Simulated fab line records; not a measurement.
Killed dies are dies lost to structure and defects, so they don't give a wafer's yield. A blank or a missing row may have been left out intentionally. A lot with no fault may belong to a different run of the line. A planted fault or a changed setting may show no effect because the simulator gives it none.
Which tool was responsible?	flow nand_harc	Sampling: 15 lots, 45 wafers, 4 of 1302 route steps

## WHAT THE GAUGES SHOWED, per wafer
The record lacks any reading of a measuring or inspecting step that a usual standard deviation could be used to judge.

## WHAT TOOL EACH LOT RAN ON (gives the tool, then ch and the chambers of the sampled wafers, and finally the start)
lot	NHARC_P_GATE_RTA_64	NHARC_P_GATE_RTA_80	NHARC_P_CONTACT_DEP_00	NHARC_P_CONTACT_CMP_01
L368	rtp_anneal-01 ch 0, day 6 04:25	rtp_anneal-02 ch 0, day 6 05:01	pecvd-01 ch 0,1,2, day 6 05:55	cmp-02 ch 1,2, day 6 06:23
L369	rtp_anneal-02 ch 0, day 6 17:17	rtp_anneal-01 ch 0, day 6 17:59	pecvd-02 ch 0,1, day 6 18:55	cmp-02 ch 0,3, day 6 19:25
L371	rtp_anneal-02 ch 0, day 7 06:23	rtp_anneal-02 ch 0, day 7 07:02	pecvd-04 ch 0,1,2, day 7 08:02	cmp-02 ch 0,3, day 7 08:26
L372	rtp_anneal-01 ch 0, day 7 22:40	rtp_anneal-01 ch 0, day 7 23:16	pecvd-02 ch 0,2, day 8 00:10	cmp-04 ch 0,2,3, day 8 00:40
L374	rtp_anneal-01 ch 0, day 8 13:25	rtp_anneal-02 ch 0, day 8 14:01	pecvd-02 ch 0,1,2, day 8 15:02	cmp-02 ch 0,2, day 8 15:26
L376	rtp_anneal-01 ch 0, day 9 04:53	rtp_anneal-01 ch 0, day 9 05:32	pecvd-01 ch 0,1, day 9 06:32	cmp-02 ch 1,3, day 9 07:00
L375	rtp_anneal-02 ch 0, day 9 05:30	rtp_anneal-02 ch 0, day 9 06:07	pecvd-04 ch 1,2, day 9 07:06	cmp-04 ch 0,1,3, day 9 07:29
L377	rtp_anneal-01 ch 0, day 9 17:13	rtp_anneal-02 ch 0, day 9 17:49	pecvd-02 ch 0,1,2, day 9 18:48	cmp-04 ch 1,2, day 9 19:14
L378	rtp_anneal-02 ch 0, day 10 05:37	rtp_anneal-02 ch 0, day 10 06:16	pecvd-02 ch 0,1,2, day 10 07:15	cmp-03 ch 1,2,3, day 10 07:41
L379	rtp_anneal-02 ch 0, day 10 19:11	rtp_anneal-01 ch 0, day 10 19:48	pecvd-01 ch 0,2, day 10 20:46	cmp-03 ch 0,2,3, day 10 21:14
L380	rtp_anneal-01 ch 0, day 11 21:55	rtp_anneal-01 ch 0, day 11 22:31	pecvd-01 ch 0,1,2, day 11 23:28	cmp-02 ch 1,2,3, day 11 23:58
L383	rtp_anneal-01 ch 0, day 12 12:46	rtp_anneal-01 ch 0, day 12 13:22	pecvd-02 ch 0,2, day 12 14:20	cmp-03 ch 0,1,3, day 12 14:52
L384	rtp_anneal-02 ch 0, day 12 21:53	rtp_anneal-02 ch 0, day 12 22:29	pecvd-01 ch 0,1,2, day 12 23:36	cmp-02 ch 0,3, day 13 00:04
L385	rtp_anneal-01 ch 0, day 13 06:52	rtp_anneal-01 ch 0, day 13 07:28	pecvd-02 ch 0,1,2, day 13 08:26	cmp-02 ch 0,2,3, day 13 08:55
L390	rtp_anneal-01 ch 0, day 15 08:16	rtp_anneal-02 ch 0, day 15 08:52	pecvd-02 ch 0,1,2, day 15 09:55	cmp-03 ch 1,2, day 15 10:19
- NHARC_P_GATE_RTA_64: time 1 s.
- NHARC_P_GATE_RTA_80: time 30 s.
- NHARC_P_CONTACT_DEP_00: deposits SiO2, target thk 500 nm.
- NHARC_P_CONTACT_CMP_01: polishes SiO2, target thk 200 nm.

## WHAT THE TOOLS THEMSELVES READ (means of the sampled wafers that have a number; where no wafer has one, the mark that the record gives instead)
NHARC_P_GATE_RTA_64.
lot	tool	lamp_power_pct (%)	wafer_temp_C_max
L368	rtp_anneal-01	39.9	1058.2
L369	rtp_anneal-02	34.3	1056.7
L371	rtp_anneal-02	34.2	1055.5
L372	rtp_anneal-01	39.9	1059.9
L374	rtp_anneal-01	39.8	1057.6
L376	rtp_anneal-01	39.8	1056.7
L375	rtp_anneal-02	34.3	1055.6
L377	rtp_anneal-01	39.8	1057.9
L378	rtp_anneal-02	34.2	1055.8
L379	rtp_anneal-02	34.3	1055.7
L380	rtp_anneal-01	39.8	1058.1
L383	rtp_anneal-01	39.8	1059.1
L384	rtp_anneal-02	34.3	1055.4
L385	rtp_anneal-01	39.8	1057.7
L390	rtp_anneal-01	39.8	1055.6

NHARC_P_GATE_RTA_80.
lot	tool	lamp_power_pct (%)	wafer_temp_C_max
L368	rtp_anneal-02	2.04	301.5
L369	rtp_anneal-01	2.37	301.9
L371	rtp_anneal-02	2.04	302.4
L372	rtp_anneal-01	2.37	302.5
L374	rtp_anneal-02	2.05	301.8
L376	rtp_anneal-01	2.38	302.0
L375	rtp_anneal-02	2.04	301.8
L377	rtp_anneal-02	2.04	301.6
L378	rtp_anneal-02	2.05	301.8
L379	rtp_anneal-01	2.37	302.6
L380	rtp_anneal-01	2.37	302.1
L383	rtp_anneal-01	2.38	302.3
L384	rtp_anneal-02	2.04	301.5
L385	rtp_anneal-01	2.37	302.1
L390	rtp_anneal-02	2.04	301.6

NHARC_P_CONTACT_DEP_00.
lot	tool	chamber_pressure_Torr (Torr)	heater_power_outer_w (W)	heater_power_w (W)	throttle_valve_pct (%)
L368	pecvd-01	6.500	431	732	16.1
L369	pecvd-02	6.499	286	503	16.2
L371	pecvd-04	6.506	324	592	15.7
L372	pecvd-02	6.497	370	619	16.1
L374	pecvd-02	6.501	326	544	16.0
L376	pecvd-01	6.497	384	701	15.5
L375	pecvd-04	6.494	333	587	16.3
L377	pecvd-02	6.506	331	553	16.3
L378	pecvd-02	6.501	353	582	16.0
L379	pecvd-01	6.503	436	728	15.6
L380	pecvd-01	6.501	400	690	15.7
L383	pecvd-02	-	-	-	-
L384	pecvd-01	-	-	-	-
L385	pecvd-02	-	-	-	-
L390	pecvd-02	6.503	320	528	16.0

NHARC_P_CONTACT_CMP_01.
lot	tool	edge_zone_pressure_frac	motor_current_A (A)
L368	cmp-02	1.000	12.3
L369	cmp-02	0.998	11.9
L371	cmp-02	1.001	12.0
L372	cmp-04	0.999	11.7
L374	cmp-02	1.002	13.2
L376	cmp-02	0.998	10.0
L375	cmp-04	0.991	10.4
L377	cmp-04	1.000	11.9
L378	cmp-03	0.999	12.1
L379	cmp-03	1.000	11.7
L380	cmp-02	1.001	11.1
L383	cmp-03	0.998	12.3
L384	cmp-02	0.999	11.1
L385	cmp-02	1.003	11.7
L390	cmp-03	0.998	12.1

## THE ANSWER, worked out from the rows above alone
Rule: the usual values come from the lots themselves. The widest of any qualifying gaps counts: lots, ordered by their means at a reading, are off when they make up no more than a third of the lots, leave a main group of 4 or more, and stand apart from it by 3 or more times the standard deviation of that group's means. If all means in a main group match to the digits the tables above print for the reading, that group is not used. Also off: a lot with no number at a reading for which 4 or more lots have one. The other lots that the step has rows for count as sound. The gauges are gone through in route order, then the tools' own readings, and for those a lot's mean is taken as printed above. At the first step where some lot is off, the reading lying furthest off is the one used; lots without a number count as furthest.
Off, at NHARC_P_CONTACT_DEP_00 on chamber_pressure_Torr: L383, L384, L385. Without a number there: L383, L384, L385. Mean 6.501 Torr and standard deviation 0.0034 in the main group.
A tool fits if, at that step or a process step before it, it ran every lot that is off, and no sound lot after the first of them. None of those tried fits.

## WHAT WAS PUT IN BY THE SIMULATOR
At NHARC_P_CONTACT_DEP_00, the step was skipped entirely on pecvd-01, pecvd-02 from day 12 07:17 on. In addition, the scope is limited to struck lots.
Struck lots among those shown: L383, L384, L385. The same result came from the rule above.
